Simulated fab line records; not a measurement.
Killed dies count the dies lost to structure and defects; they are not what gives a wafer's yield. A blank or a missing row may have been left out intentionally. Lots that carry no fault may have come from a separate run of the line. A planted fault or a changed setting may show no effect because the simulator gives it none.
Chamber matching	flow nand-harc	NHARC_A_CHANNEL_FILL_D2_ALD_02 on ald-hk-04: 4 sister chambers
The step deposits SiO2, target thk 6 nm, pulse time 10 s, ald cycles 60. 8 wafers are shown with their chamber, then 11 later ones without.

## WAFERS WITH THEIR CHAMBER
wafer	chamber	heater-power-w (W)	heater-power-outer-w (W)
L080.6	1	454	260
L082.2	0	444	258
L082.4	1	478	261
L085.5	3	575	318
L091.1	2	493	272
L091.2	0	451	261
L091.5	2	509	273
L094.1	3	590	329

## WAFERS WITH NO CHAMBER GIVEN
wafer	heater-power-w (W)	heater-power-outer-w (W)
L094.4	513	281
L094.6	596	326
L095.1	581	332
L095.2	444	261
L095.5	489	281
L093.1	502	278
L093.5	506	271
L093.6	487	280
L096.1	588	324
L096.3	501	283
L096.6	506	277

## EACH ONE'S CHAMBER
wafer	from the rows above	in truth
L094.4	2	2
L094.6	3	3
L095.1	3	3
L095.2	can't be placed: 0 or 1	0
L095.5	2	2
L093.1	2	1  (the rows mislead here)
L093.5	2	2
L093.6	2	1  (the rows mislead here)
L096.1	3	3
L096.3	2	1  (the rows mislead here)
L096.6	2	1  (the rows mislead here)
Correctly placed: 6 of 11. From these rows, 1 cannot be placed; in 1 the true chamber is one of the candidates. Placed wrongly: 4.
How it was worked out, from the rows above alone: a wafer's distance from a chamber is the root of the sum, over the readings, of the square of ((its reading less the chamber's mean) divided by the reading's scatter). If the next closest chamber is less than 2 further off than the closest, the wafer can't be placed; otherwise it belongs to the closest. For every chamber, the mean is computed from those of its wafers that are shown. The scatter is the square root of a quotient: the sum, over the shown wafers, of each reading's squared deviation from its chamber's mean, divided by wafers minus chambers.
